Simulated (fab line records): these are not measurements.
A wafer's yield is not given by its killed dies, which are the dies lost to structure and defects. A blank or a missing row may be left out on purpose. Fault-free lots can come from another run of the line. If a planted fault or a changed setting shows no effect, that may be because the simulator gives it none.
8D (eight disciplines) problem report, filled in by code    flow nand-harc    the parts of the form that need people (team, actions taken, sign-off) are left out

== 1. THE PROBLEM ==
At NHARC_END_SORT_01, killed-at-array averages 293 over 6 wafers from 2 lots, while fault-free wafers read 62, standard deviation 15. That is +15 standard deviations from the usual mean.
Earliest sighting: wafer L299.2 on prober-02 at day 33 15:49. The record holds 6 wafers of 2 lots with a number at this step. The rule behind "out" and "out of limits": a value lying over 4 standard deviations away from the usual mean. The rest of the wafers with a number are treated as sound.

== 2. WHAT THIS IS AND IS NOT ==
question                     is                            is not
which readings at this step  killed-at-array, killed-dies  killed-at-periphery, killed-open, killed-short
which lots                   L299, L301                    -
which wafers of those lots   all that have a number        -
read on which gauges         prober-01, prober-02          -
when                         from day 33 15:49             up to then (0 sound wafers)

== 3. SUSPECTS, AND WHAT RULES EACH OUT ==
Counting: a tool at any process step up to the reading remains a suspect when it ran all the lots that are out and ran no sound lot after the first of those.
- the gauge at NHARC_END_SORT_01: ruled out. Those wafers that are out were read across 2 gauges (prober-01, prober-02).
- ecd-cu-01 at NHARC_A_BONDPAD_ECD_18 (material Cu, target thk 400 nm): kept. It ran every lot that is out, first L299 (day 32 09:50), and no sound lot after that.
- plasma-asher-01 at NHARC_THIN_TSV_STRIP_62 (strips in N2/H2, time 20 s): kept. It ran every lot that is out, first L299 (day 33 01:53), and no sound lot after that.
The count leaves plasma-asher-01 at NHARC_THIN_TSV_STRIP_62 and ecd-cu-01 at NHARC_A_BONDPAD_ECD_18.

== 4. THE CAUSE (what the simulator had put in) ==
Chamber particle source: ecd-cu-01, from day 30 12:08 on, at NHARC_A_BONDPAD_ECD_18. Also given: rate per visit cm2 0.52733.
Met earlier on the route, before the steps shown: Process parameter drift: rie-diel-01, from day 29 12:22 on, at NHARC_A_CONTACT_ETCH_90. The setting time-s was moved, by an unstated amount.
2 suspects survive the count, and this tool is in that group.

== 5. THE CHAIN OF EFFECTS, in route order ==
Rows list readings where the struck wafers' mean (over those with a number) sits beyond 3 standard deviations from the usual. Scope: only readings with a usual standard deviation given in the record; hours: median across lots of the time from each lot's start at the first step in this table that gives one to its start at this step; sigmas: change in usual standard deviations.
hours  step               reading          usual  on struck wafers  change  sigmas
0      NHARC_END_SORT_01  killed-at-array  62     293               +231    +15
0      NHARC_END_SORT_01  killed-dies      66     296               +230    +15

== 6. WHAT WOULD HAVE CAUGHT IT SOONER ==
Counted from the fault's start at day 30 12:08, it took 76 hours until the first out-of-limits reading at a measuring or inspecting step in this record, taken at day 33 15:49.
All the lots that are out (2) had begun NHARC_A_BONDPAD_ECD_18 on ecd-cu-01 by day 33 15:49. None of them would have been spared by holding the tool at that moment.
